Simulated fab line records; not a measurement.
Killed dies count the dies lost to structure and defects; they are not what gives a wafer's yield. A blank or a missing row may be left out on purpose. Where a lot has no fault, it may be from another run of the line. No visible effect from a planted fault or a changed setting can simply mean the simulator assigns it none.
fab line records | flow n5Finfet | part 2 of 2: steps 5 to 6 of 6
record lots=24 | wafers=72 | lastDay=18
route steps=1938 shown FIN_SAQP@111 FIN_CUT@164
lots that met no fault: taken from a fault-free run of the same line
startH: the number of hours between the record's first day and the start of the first shown wafer of the lot | waitH: time in hours since the lot's previous step | " unchanged from the row above | L1.1+2: a row that stands for several wafers | - no value, or no start was given | * or withheld: withheld | < > ~ a bound
route shown NAME@n: names a module that has steps shown in the file, with the first one's number in the route | usual: mean/standard deviation taken from wafers without a fault | same: alike in all rows | chamber/n: place in a boat | sites: the reading at each site | _std_site: how widely they spread, as a standard deviation | _edge_site: inner sites' mean taken away from outer sites' mean | radiusMm: how far each site lies from the wafer's centre | mask NAME#n: copy n | behind: the tool/chamber that last shaped the wafer | hold: reason for holding the lot/hours on hold/outcome of the hold | device: transistor that didn't switch, given as n, p or np | end of line: tests of these same wafers at the route's end | where a step has no rows: the recipe by itself | killed: at the first sort, the dies lost to defects and structure; wafer yield is something else | map: a wafer's dies, marking killed ones x, the rest . and places with no die _
set.NAME: the setting that was run; set.NAME@STEP: the one run at that earlier step | model.NAME: the simulator's own value behind a step, which no gauge read
the route's steps for a sample of lots (tables are steps, rows are wafers)
services: from which hour (startH, from the record's first day; less than 0 if before it) a tool's chamber was out of use, for how many hours, and why
## steps
# step N5_FIN_CUT_ETCH_20
# recipe chemistry=CF4 | target=SiARC | targetDepthA=260 | maskMaterial=CAR-EUV | timeS=43.3 | ionEnergyEv=80 | pressureMtorr=40 | sourceW=545 | biasW=36 | Ar_flow_sccm=100 | cf4FlowSccm=100 | ends=cleared
# usual drypumpMotorCurrentA=5.7/0.42 | etchRfOnTimeS=43.1/1 | oesProductAu=0.67/0.066 | rfVppV=184.0/1.2 | showerheadPlenumPTorr=2.14/0.075 | throttleValvePct=15.67/0.19
lot.wafer | tool       | chamber | startH | waitH | drypumpMotorCurrentA | etchRfOnTimeS | oesProductAu | rfHoursCounterH | rfVppV | showerheadPlenumPTorr | throttleValvePct
L074.3    | rieDiel-02 | 0       | 28.74  | 0.0   | 5.0                  | 41.8          | 0.72         | 97              | 182.0  | 2.00                  | 15.62
L074.4    | "          | 0       | "      | "     | 5.0                  | 41.9          | 0.71         | -               | 182.4  | 2.00                  | 15.62
L074.5    | "          | 1       | "      | "     | 5.2                  | 44.6          | 0.58         | -               | 183.6  | 2.11                  | 15.59
L075.2    | rieDiel-03 | 1       | 33.77  | 0.0   | 5.8                  | 42.0          | 0.61         | 215             | 184.8  | 2.20                  | 15.81
L075.3    | "          | 0       | "      | "     | 5.4                  | 43.4          | 0.65         | 136             | 184.9  | 2.16                  | 15.98
L075.5    | "          | 3       | "      | "     | 6.3                  | 43.2          | 0.75         | -               | 186.6  | 2.27                  | 15.58
L076.1    | rieDiel-02 | 2       | 39.27  | 0.0   | 5.8                  | 43.9          | 0.61         | 176             | 185.7  | 2.14                  | 15.52
L076.2    | "          | 0       | "      | "     | 5.0                  | 42.7          | 0.71         | 101             | 181.8  | 2.00                  | 15.64
L076.4    | "          | 3       | "      | "     | 5.4                  | 44.2          | 0.66         | 113             | 184.5  | 2.15                  | 15.56
L077.4    | rieDiel-02 | 0       | 45.43  | 0.0   | 5.0                  | 42.1          | 0.71         | 104             | 183.1  | 2.00                  | 15.64
L077.5    | "          | 2       | "      | "     | 5.8                  | 44.1          | 0.60         | -               | 183.4  | 2.14                  | 15.53
L077.6    | "          | 1       | "      | "     | 5.2                  | 44.6          | 0.57         | -               | 183.1  | 2.11                  | 15.60
L078.2    | rieDiel-04 | 1       | 51.49  | 0.0   | 6.2                  | 41.1          | 0.74         | 64              | 184.8  | 2.17                  | 15.48
L078.3    | "          | 3       | "      | "     | 6.1                  | 43.3          | 0.62         | 233             | 185.0  | 2.11                  | 15.84
L078.6    | "          | 1       | "      | "     | 6.2                  | 41.3          | 0.73         | -               | 184.1  | 2.17                  | 15.47
L079.2    | rieDiel-03 | 3       | 57.96  | 0.0   | 6.3                  | 43.3          | 0.74         | 62              | 186.3  | 2.26                  | 15.61
L079.3    | "          | 1       | "      | "     | 5.8                  | 41.5          | 0.62         | 223             | 185.1  | 2.20                  | 15.83
L079.4    | "          | 2       | "      | "     | 5.7                  | 42.5          | 0.79         | 16              | 185.1  | 2.18                  | 15.49
L080.2    | rieDiel-02 | 0       | 63.06  | 0.0   | 5.0                  | 42.1          | 0.70         | 108             | 181.9  | 2.00                  | 15.65
L080.4    | "          | 1       | "      | "     | 5.2                  | 45.5          | 0.57         | 246             | 182.9  | 2.10                  | 15.62
L080.5    | "          | 1       | "      | "     | 5.2                  | 45.1          | 0.56         | -               | 184.4  | 2.10                  | 15.60
L081.2    | rieDiel-03 | 2       | 71.42  | 0.0   | 5.7                  | 41.8          | 0.79         | 20              | 183.3  | 2.18                  | 15.50
L081.5    | "          | 1       | "      | "     | 5.8                  | 41.0          | 0.61         | -               | 185.5  | 2.20                  | 15.83
L081.6    | "          | 2       | "      | "     | 5.7                  | 42.1          | 0.79         | -               | 184.4  | 2.18                  | 15.48
L082.1    | rieDiel-02 | 0       | 76.46  | 0.0   | 5.0                  | 42.5          | 0.70         | 113             | 183.4  | 1.99                  | 15.65
L082.2    | "          | 2       | "      | "     | 5.8                  | 43.9          | 0.60         | 188             | 183.2  | 2.13                  | 15.54
L082.6    | "          | 2       | "      | "     | 5.8                  | 43.7          | 0.60         | -               | 185.4  | 2.13                  | 15.55
L083.4    | rieDiel-03 | 1       | 81.36  | 0.0   | 5.8                  | 41.7          | 0.60         | 232             | 184.1  | 2.20                  | 15.84
L083.5    | "          | 2       | "      | "     | 5.7                  | 42.4          | 0.78         | -               | 184.9  | 2.18                  | 15.51
L083.6    | "          | 1       | "      | "     | 5.8                  | 41.6          | 0.60         | -               | 185.1  | 2.20                  | 15.85
L084.2    | rieDiel-03 | 1       | 87.93  | 0.0   | 5.8                  | 41.5          | 0.60         | 235             | 186.0  | 2.20                  | 15.83
L084.4    | "          | 0       | "      | "     | 5.4                  | 43.0          | 0.64         | 156             | 184.0  | 2.15                  | 16.02
L084.6    | "          | 3       | "      | "     | 6.3                  | 42.8          | 0.73         | -               | 184.4  | 2.26                  | 15.61
L085.1    | rieDiel-03 | 0       | 94.72  | 0.0   | 5.4                  | 43.3          | 0.64         | 158             | 183.0  | 2.15                  | 16.02
L085.4    | "          | 2       | "      | "     | 5.7                  | 42.6          | 0.76         | 29              | 183.6  | 2.18                  | 15.51
L085.5    | "          | 3       | "      | "     | 6.3                  | 43.2          | 0.73         | -               | 185.7  | 2.26                  | 15.62
L086.1    | rieDiel-02 | 0       | 101.83 | 0.0   | 5.0                  | 42.3          | 0.69         | 126             | 183.6  | 1.99                  | 15.69
L086.4    | "          | 3       | "      | "     | 5.5                  | 43.4          | 0.63         | 138             | 184.4  | 2.15                  | 15.61
L086.6    | "          | 2       | "      | "     | 5.8                  | 43.3          | 0.60         | -               | 184.5  | 2.13                  | 15.57
L087.1    | rieDiel-02 | 3       | 106.71 | 0.0   | 5.4                  | 43.6          | 0.64         | 138             | 185.6  | 2.15                  | 15.62
L087.2    | "          | 1       | "      | "     | 5.2                  | 42.6          | 0.82         | 4               | 184.5  | 2.10                  | 15.14
L087.3    | "          | 0       | "      | "     | 5.0                  | 42.3          | 0.68         | 127             | 181.6  | 1.99                  | 15.67
L088.1    | rieDiel-04 | 1       | 110.86 | 0.0   | 6.2                  | 41.2          | 0.73         | 73              | 182.4  | 2.17                  | 15.50
L088.3    | "          | 0       | "      | "     | 6.3                  | 44.4          | 0.69         | 88              | 181.8  | 2.02                  | 15.69
L088.4    | "          | 3       | "      | "     | 6.1                  | 43.4          | 0.60         | 242             | 183.1  | 2.11                  | 15.86
L089.4    | rieDiel-02 | 2       | 117.39 | 0.0   | 5.7                  | 43.3          | 0.61         | 205             | 184.0  | 2.13                  | 15.57
L089.5    | "          | 0       | "      | "     | 5.0                  | 42.0          | 0.69         | -               | 181.5  | 1.99                  | 15.68
L089.6    | "          | 3       | "      | "     | 5.5                  | 43.0          | 0.64         | -               | 183.8  | 2.15                  | 15.60
L090.1    | rieDiel-04 | 3       | 123.54 | 0.0   | 6.0                  | 43.3          | 0.61         | 246             | 183.5  | 2.11                  | 15.87
L090.2    | "          | 2       | "      | "     | 5.5                  | 45.4          | 0.57         | 237             | 184.8  | 2.21                  | 15.90
L090.3    | "          | 1       | "      | "     | 6.2                  | 42.4          | 0.71         | 77              | 185.1  | 2.17                  | 15.51
L091.1    | rieDiel-04 | 1       | 129.19 | 0.0   | 6.2                  | 41.3          | 0.72         | 78              | 183.4  | 2.17                  | 15.49
L091.3    | "          | 0       | "      | "     | 6.4                  | 44.0          | 0.69         | 93              | 181.4  | 2.01                  | 15.70
L091.6    | "          | 1       | "      | "     | 6.2                  | 41.5          | 0.71         | -               | 183.6  | 2.17                  | 15.48
L092.1    | rieDiel-02 | 3       | 139.42 | 0.0   | 5.5                  | 43.3          | 0.63         | 148             | 185.5  | 2.14                  | 15.64
L092.4    | "          | 1       | "      | "     | 5.2                  | 42.2          | 0.79         | 13              | 183.7  | 2.10                  | 15.17
L092.5    | "          | 0       | "      | "     | 5.0                  | 42.3          | 0.68         | -               | 183.0  | 1.99                  | 15.70
L093.1    | rieDiel-03 | 3       | 145.03 | 0.0   | 6.3                  | 42.7          | 0.71         | 89              | 184.5  | 2.26                  | 15.66
L093.4    | "          | 2       | "      | "     | 5.7                  | 43.1          | 0.74         | -               | 182.5  | 2.17                  | 15.54
L093.6    | "          | 3       | "      | "     | 6.3                  | 42.6          | 0.71         | -               | 184.3  | 2.26                  | 15.64
L094.2    | rieDiel-03 | 2       | 150.00 | 0.0   | 5.7                  | 43.0          | 0.74         | 45              | 182.2  | 2.17                  | 15.53
L094.3    | "          | 3       | "      | "     | 6.3                  | 42.7          | 0.72         | 91              | 186.3  | 2.25                  | 15.67
L094.6    | "          | 3       | "      | "     | 6.3                  | 42.8          | 0.71         | -               | 185.7  | 2.26                  | 15.64
L095.2    | rieDiel-03 | 0       | 155.71 | 0.0   | 5.4                  | 43.1          | 0.63         | 176             | 183.6  | 2.15                  | 16.03
L095.4    | "          | 3       | "      | "     | 6.3                  | 42.5          | 0.71         | -               | 187.1  | 2.25                  | 15.63
L095.5    | "          | 2       | "      | "     | 5.7                  | 42.8          | 0.75         | -               | 184.1  | 2.17                  | 15.54
L096.3    | rieDiel-04 | 1       | 160.37 | 0.0   | 6.2                  | 40.9          | 0.70         | 91              | 184.0  | 2.16                  | 15.52
L096.4    | "          | 2       | "      | "     | 5.5                  | 45.2          | 0.55         | -               | 184.2  | 2.20                  | 15.93
L096.6    | "          | 1       | "      | "     | 6.2                  | 41.6          | 0.71         | -               | 184.3  | 2.16                  | 15.53
L097.2    | rieDiel-03 | 3       | 165.62 | 0.0   | 6.3                  | 43.2          | 0.71         | 97              | 186.5  | 2.25                  | 15.65
L097.3    | "          | 2       | "      | "     | 5.7                  | 43.8          | 0.73         | 52              | 184.0  | 2.17                  | 15.54
L097.5    | "          | 0       | "      | "     | 5.4                  | 43.6          | 0.62         | -               | 184.3  | 2.14                  | 16.05
# step N5_FIN_CUT_STRIP_22
# recipe chemistry=N2/H2 | powerW=500 | tempC=40 | pressureMtorr=50 | rfFrequencyHz=6e+07 | overashFraction=0.3 | biasPowerW=8 | h2Frac=0.5 | n2FlowSccm=300 | h2FlowSccm=300
# usual drypumpMotorCurrentA=5.7/0.42 | oesProductAu=0.77/0.082 | rfVppV=53.9/2.4 | showerheadPlenumPTorr=3.34/0.12 | throttleValvePct=18.94/0.26
lot.wafer | tool       | chamber | startH | waitH | drypumpMotorCurrentA | oesProductAu | rfHoursCounterH | rfVppV | showerheadPlenumPTorr | throttleValvePct
L074.3    | rieDiel-04 | 1       | 29.44  | 0.0   | 6.2                  | 0.86         | 56              | 51.7   | 3.42                  | 18.70
L074.4    | "          | 2       | "      | "     | 5.5                  | 0.70         | 218             | 48.9   | 3.44                  | 19.03
L074.5    | "          | 2       | "      | "     | 5.5                  | 0.68         | -               | 56.2   | 3.44                  | 19.03
L075.2    | rieDiel-03 | 1       | 34.57  | 0.1   | 5.8                  | 0.73         | 216             | 53.5   | 3.48                  | 19.39
L075.3    | "          | 3       | "      | "     | 6.3                  | 0.86         | 54              | 53.4   | 3.55                  | 18.42
L075.5    | "          | 0       | "      | "     | 5.4                  | 0.75         | -               | 54.4   | 3.37                  | 19.44
L076.1    | rieDiel-02 | 1       | 39.97  | 0.0   | 5.2                  | 0.67         | 239             | 49.8   | 3.31                  | 19.32
L076.2    | "          | 3       | "      | "     | 5.5                  | 0.78         | 113             | 53.3   | 3.37                  | 18.64
L076.4    | "          | 2       | "      | "     | 5.8                  | 0.70         | 176             | 52.5   | 3.36                  | 18.95
L077.4    | rieDiel-04 | 3       | 46.22  | 0.1   | 6.0                  | 0.72         | 231             | 58.9   | 3.31                  | 18.79
L077.5    | "          | 3       | "      | "     | 6.0                  | 0.73         | -               | 53.3   | 3.31                  | 18.79
L077.6    | "          | 2       | "      | "     | 5.5                  | 0.69         | -               | 53.4   | 3.44                  | 19.09
L078.2    | rieDiel-04 | 0       | 52.18  | 0.0   | 6.4                  | 0.79         | 79              | 52.6   | 3.12                  | 18.87
L078.3    | "          | 1       | "      | "     | 6.2                  | 0.82         | 64              | 55.1   | 3.41                  | 18.77
L078.6    | "          | 0       | "      | "     | 6.4                  | 0.82         | -               | 53.5   | 3.12                  | 18.88
L079.2    | rieDiel-03 | 3       | 58.87  | 0.2   | 6.3                  | 0.87         | 62              | 54.7   | 3.54                  | 18.49
L079.3    | "          | 2       | "      | "     | 5.7                  | 0.93         | 16              | 51.0   | 3.43                  | 18.76
L079.4    | "          | 1       | "      | "     | 5.8                  | 0.70         | 224             | 54.1   | 3.48                  | 19.37
L080.2    | rieDiel-02 | 2       | 63.76  | 0.0   | 5.8                  | 0.70         | 183             | 49.8   | 3.36                  | 18.90
L080.4    | "          | 0       | "      | "     | 5.0                  | 0.84         | 109             | 54.3   | 3.14                  | 18.88
L080.5    | "          | 2       | "      | "     | 5.8                  | 0.70         | -               | 54.3   | 3.36                  | 18.93
L081.2    | rieDiel-02 | 0       | 72.36  | 0.3   | 5.0                  | 0.83         | 111             | 54.1   | 3.14                  | 18.84
L081.5    | "          | 2       | "      | "     | 5.8                  | 0.69         | -               | 51.4   | 3.35                  | 18.93
L081.6    | "          | 1       | "      | "     | 5.2                  | 0.66         | -               | 56.3   | 3.31                  | 19.30
L082.1    | rieDiel-03 | 3       | 77.34  | 0.2   | 6.3                  | 0.86         | 69              | 55.3   | 3.54                  | 18.43
L082.2    | "          | 0       | "      | "     | 5.4                  | 0.76         | 152             | 54.9   | 3.36                  | 19.46
L082.6    | "          | 3       | "      | "     | 6.3                  | 0.86         | -               | 54.3   | 3.54                  | 18.43
L083.4    | rieDiel-02 | 0       | 82.12  | 0.1   | 5.0                  | 0.81         | -               | 52.7   | 3.14                  | 18.85
L083.5    | "          | 3       | "      | "     | 5.5                  | 0.77         | -               | 53.2   | 3.37                  | 18.64
L083.6    | "          | 2       | "      | "     | 5.8                  | 0.70         | -               | 54.3   | 3.35                  | 18.95
L084.2    | rieDiel-02 | 3       | 88.78  | 0.2   | 5.5                  | 0.75         | 133             | 56.3   | 3.36                  | 18.66
L084.4    | "          | 2       | "      | "     | 5.8                  | 0.71         | -               | 53.4   | 3.35                  | 19.02
L084.6    | "          | 3       | "      | "     | 5.4                  | 0.75         | -               | 52.4   | 3.36                  | 18.70
L085.1    | rieDiel-02 | 2       | 95.51  | 0.1   | 5.8                  | 0.70         | 199             | 51.8   | 3.35                  | 18.93
L085.4    | "          | 3       | "      | "     | 5.5                  | 0.75         | 135             | 57.5   | 3.36                  | 18.72
L085.5    | "          | 1       | "      | "     | 5.2                  | 1.00         | -               | 55.1   | 3.30                  | 18.89
L086.1    | rieDiel-02 | 3       | 102.53 | 0.0   | 5.5                  | 0.76         | 138             | 56.2   | 3.36                  | 18.75
L086.4    | "          | 1       | "      | "     | 5.2                  | 0.98         | 4               | 53.6   | 3.30                  | 18.96
L086.6    | "          | 3       | "      | "     | 5.5                  | 0.74         | -               | 55.1   | 3.36                  | 18.70
L087.1    | rieDiel-03 | 2       | 107.41 | 0.0   | 5.8                  | 0.88         | 34              | 53.9   | 3.42                  | 18.80
L087.2    | "          | 1       | "      | "     | 5.8                  | 0.70         | 242             | 54.5   | 3.47                  | 19.39
L087.3    | "          | 3       | "      | "     | 6.3                  | 0.83         | 80              | 54.7   | 3.53                  | 18.46
L088.1    | rieDiel-03 | 0       | 111.55 | 0.0   | 5.4                  | 0.73         | 163             | 56.4   | 3.35                  | 19.48
L088.3    | "          | 3       | "      | "     | 6.3                  | 0.84         | 81              | 53.9   | 3.53                  | 18.50
L088.4    | "          | 2       | "      | "     | 5.7                  | 0.89         | 34              | 54.2   | 3.42                  | 18.79
L089.4    | rieDiel-02 | 0       | 118.09 | 0.0   | 5.0                  | 0.83         | 129             | 57.2   | 3.13                  | 18.83
L089.5    | "          | 3       | "      | "     | 5.4                  | 0.75         | -               | 52.0   | 3.36                  | 18.67
L089.6    | "          | 2       | "      | "     | 5.8                  | 0.69         | -               | 53.2   | 3.34                  | 18.94
L090.1    | rieDiel-02 | 2       | 124.25 | 0.0   | 5.8                  | 0.68         | 207             | 51.8   | 3.34                  | 18.95
L090.2    | "          | 0       | "      | "     | 5.0                  | 0.79         | 131             | 54.2   | 3.13                  | 18.88
L090.3    | "          | 3       | "      | "     | 5.5                  | 0.75         | 143             | 52.4   | 3.36                  | 18.68
L091.1    | rieDiel-04 | 3       | 129.88 | 0.0   | 6.0                  | 0.69         | 247             | 53.7   | 3.30                  | 18.82
L091.3    | "          | 2       | "      | "     | 5.5                  | 0.67         | 238             | 57.7   | 3.44                  | 19.10
L091.6    | "          | 3       | "      | "     | 6.0                  | 0.71         | -               | 57.6   | 3.30                  | 18.84
L092.1    | rieDiel-03 | 1       | 140.11 | 0.0   | 5.8                  | 0.69         | 250             | 50.8   | 3.46                  | 19.46
L092.4    | "          | 3       | "      | "     | 6.3                  | 0.84         | 88              | 49.7   | 3.53                  | 18.51
L092.5    | "          | 3       | "      | "     | 6.3                  | 0.83         | -               | 54.7   | 3.53                  | 18.47
L093.1    | rieDiel-04 | 2       | 145.74 | 0.0   | 5.5                  | 0.67         | 244             | 58.2   | 3.43                  | 19.16
L093.4    | "          | 2       | "      | "     | 5.5                  | 0.66         | -               | 58.3   | 3.43                  | 19.14
L093.6    | "          | 0       | "      | "     | 6.4                  | 0.80         | -               | 54.3   | 3.11                  | 18.92
L094.2    | rieDiel-02 | 0       | 150.78 | 0.1   | 5.0                  | 0.79         | 139             | 51.9   | 3.13                  | 18.93
L094.3    | "          | 1       | "      | "     | 5.2                  | 0.93         | 16              | 53.8   | 3.30                  | 18.97
L094.6    | "          | 0       | "      | "     | 5.0                  | 0.79         | -               | 55.8   | 3.13                  | 18.90
L095.2    | rieDiel-04 | 2       | 156.52 | 0.2   | 5.5                  | 0.68         | 249             | 54.0   | 3.43                  | 19.09
L095.4    | "          | 0       | "      | "     | 6.3                  | 0.80         | -               | 53.9   | 3.11                  | 18.91
L095.5    | "          | 1       | "      | "     | 6.2                  | 0.81         | -               | 57.5   | 3.40                  | 18.78
L096.3    | rieDiel-04 | 0       | 161.08 | 0.1   | 6.4                  | 0.78         | 106             | 51.6   | 3.11                  | 18.93
L096.4    | "          | 2       | "      | "     | 5.5                  | 0.66         | -               | 51.6   | 3.43                  | 19.15
L096.6    | "          | 0       | "      | "     | 6.4                  | 0.78         | -               | 48.7   | 3.11                  | 18.92
L097.2    | rieDiel-02 | 2       | 166.31 | 0.0   | 5.8                  | 0.68         | 221             | 52.3   | 3.34                  | 19.04
L097.3    | "          | 3       | "      | "     | 5.5                  | 0.74         | 156             | 52.9   | 3.35                  | 18.70
L097.5    | "          | 2       | "      | "     | 5.8                  | 0.70         | -               | 50.6   | 3.34                  | 19.01
## services
tool       | chamber | startH | hours | kind
rieDiel-02 | 3       | 27.58  | 6.2   | repair
rieSi-05   | -       | 30.51  | 2.8   | pm
rieDiel-03 | 2       | 32.31  | 2.2   | repair
rieSi-03   | -       | 47.27  | 4.1   | repair
rieDiel-04 | -       | 69.57  | 28.1  | pm
rieDiel-02 | 1       | 73.75  | -     | clean
rieDiel-02 | 1       | 73.75  | -     | consumableReplace:focusRing
rieDiel-02 | 1       | 73.75  | 19.5  | scheduledDown
rieDiel-02 | 1       | 73.75  | 19.5  | ventCycle
rieDiel-02 | -       | 102.59 | 2.8   | pm
rieSi-03   | 3       | 133.10 | 14.5  | repair
rieDiel-04 | 3       | 136.92 | -     | clean
rieDiel-04 | 3       | 136.92 | -     | consumableReplace:focusRing
rieDiel-04 | 3       | 136.92 | 28.0  | scheduledDown
rieDiel-04 | 3       | 136.92 | 28.0  | ventCycle
rieDiel-03 | 1       | 144.94 | 3.3   | repair
rieDiel-03 | 1       | 148.25 | -     | clean
rieDiel-03 | 1       | 148.25 | -     | consumableReplace:esc
rieDiel-03 | 1       | 148.25 | -     | consumableReplace:focusRing
rieDiel-03 | 1       | 148.25 | 23.6  | scheduledDown
rieDiel-03 | 1       | 148.25 | 23.6  | ventCycle
rieDiel-04 | 2       | 165.08 | -     | clean
rieDiel-04 | 2       | 165.08 | -     | consumableReplace:focusRing
rieDiel-04 | 2       | 165.08 | 20.6  | scheduledDown
